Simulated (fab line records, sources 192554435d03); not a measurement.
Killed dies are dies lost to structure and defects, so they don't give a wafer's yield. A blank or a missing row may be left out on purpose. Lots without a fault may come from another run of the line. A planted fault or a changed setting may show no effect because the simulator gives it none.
Chamber matching | flow n5_finfet | N5_BEOL_M5_DEP_56 on pecvd-01: 3 sister chambers
The step deposits SiCN from 3MS/NH3, target thk 8 nm, time 14 s. 6 wafers are shown with their chamber, then 12 later ones without.

WAFERS WITH THEIR CHAMBER
wafer  | chamber | throttle_valve_pct (%) | showerhead_plenum_p_Torr (Torr)
L080.4 | 0       | 10.5                   | 3.635
L082.3 | 0       | 10.1                   | 3.630
L085.6 | 2       | 9.1                    | 3.631
L088.1 | 1       | 9.9                    | 3.660
L088.3 | 2       | 9.1                    | 3.641
L088.5 | 1       | 10.1                   | 3.663

WAFERS WITHOUT THEIR CHAMBER
wafer  | throttle_valve_pct (%) | showerhead_plenum_p_Torr (Torr)
L090.1 | 9.9                    | 3.663
L090.2 | 8.9                    | 3.625
L090.4 | 10.2                   | 3.643
L092.1 | 10.1                   | 3.636
L092.2 | 9.8                    | 3.665
L092.6 | 9.9                    | 3.666
L094.1 | 9.8                    | 3.665
L094.3 | 8.9                    | 3.619
L094.4 | 8.5                    | 3.636
L097.2 | 9.8                    | 3.659
L097.5 | 9.9                    | 3.650
L097.6 | 10.3                   | 3.634

WHICH CHAMBER EACH WENT THROUGH
wafer  | from the rows above     | in truth
L090.1 | 1                       | 1
L090.2 | 2                       | 2
L090.4 | can't be placed: 0 or 1 | 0
L092.1 | 0                       | 0
L092.2 | 1                       | 1
L092.6 | 1                       | 1
L094.1 | 1                       | 1
L094.3 | 2                       | 2
L094.4 | 2                       | 2
L097.2 | 1                       | 1
L097.5 | can't be placed: 1 or 0 | 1
L097.6 | 0                       | 0
Placed correctly: 10 of 12. Can't be placed from these rows: 2 (the true chamber is among the candidates in 2). Placed wrongly: 0.
How it was worked out, from the rows above alone: a wafer's distance from a chamber is the root of the sum, over the readings, of the square of ((its reading less the chamber's mean) divided by the reading's scatter). The wafer belongs to the nearest chamber; if the next one is less than 2 further off, it can't be placed. A chamber's mean is the mean of its shown wafers. The scatter: the root of (the sum of the squares of (reading less its chamber's mean) over the shown wafers, divided by (wafers less chambers)).
